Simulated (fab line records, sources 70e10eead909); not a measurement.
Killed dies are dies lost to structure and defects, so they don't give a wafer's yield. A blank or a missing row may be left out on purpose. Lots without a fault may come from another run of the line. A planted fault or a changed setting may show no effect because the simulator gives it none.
Which tool did it? | flow nand_harc | 13 lots, 38 wafers sampled, at 1 step of a route of 1302

WHAT THE GAUGES READ, wafer by wafer
NHARC_A_SGD_CUT_INSPECT_25.
lot  | measured     | on                | raw_defect_count
L513 | day 19 16:27 | defect_inspect-01 | 443 450 412
L515 | day 20 06:52 | defect_inspect-01 | 387 389 292
L517 | day 20 16:27 | defect_inspect-01 | 357 455 542
L518 | day 21 10:04 | defect_inspect-01 | 264 314 349
L519 | day 21 10:04 | defect_inspect-02 | 300 359 437
L521 | day 23 06:22 | defect_inspect-02 | 434 416 570
L523 | day 23 17:31 | defect_inspect-02 | 334 332 370
L525 | day 24 02:03 | defect_inspect-02 | 228 292 342
L527 | day 25 07:16 | defect_inspect-02 | 374 388 412
L529 | day 26 18:06 | defect_inspect-02 | 547 450 394
L528 | day 26 18:16 | defect_inspect-02 | 429 436 362
L530 | day 27 05:34 | defect_inspect-01 | 398 522
L531 | day 27 13:05 | defect_inspect-01 | 385 270 322

WHICH TOOL RAN EACH LOT (tool, then ch and the chambers of the sampled wafers, then the start)
The record holds no process step before these readings.

WHAT THE TOOLS THEMSELVES READ (means of the sampled wafers that have a number; where no wafer has one, the mark that the record gives instead)
The record holds no such reading with a usual standard deviation.

THE ANSWER, worked out from the rows above alone
Rule: what is usual is taken from the lots themselves. Put in order of their means at a reading, lots are off if they are a third of the lots or fewer, leave a main group of 4 or more, and stand apart from it by a gap of 3 or more times the standard deviation of the main group's means; of several such gaps the widest counts. A main group whose means are all the same, to the digits that the tables above print for the reading, isn't used. A lot without any number at a reading at which 4 lots or more have one is off too. The other lots that the step has rows for count as sound. The gauges are gone through in route order, then the tools' own readings, and for those a lot's mean is taken as printed above. The first step at which some lot is off is used, and at that step the reading that is off furthest; a lot without a number counts as furthest.
No lot is off at any reading shown: from this, nothing can be told.

WHAT THE SIMULATOR HAD PUT IN
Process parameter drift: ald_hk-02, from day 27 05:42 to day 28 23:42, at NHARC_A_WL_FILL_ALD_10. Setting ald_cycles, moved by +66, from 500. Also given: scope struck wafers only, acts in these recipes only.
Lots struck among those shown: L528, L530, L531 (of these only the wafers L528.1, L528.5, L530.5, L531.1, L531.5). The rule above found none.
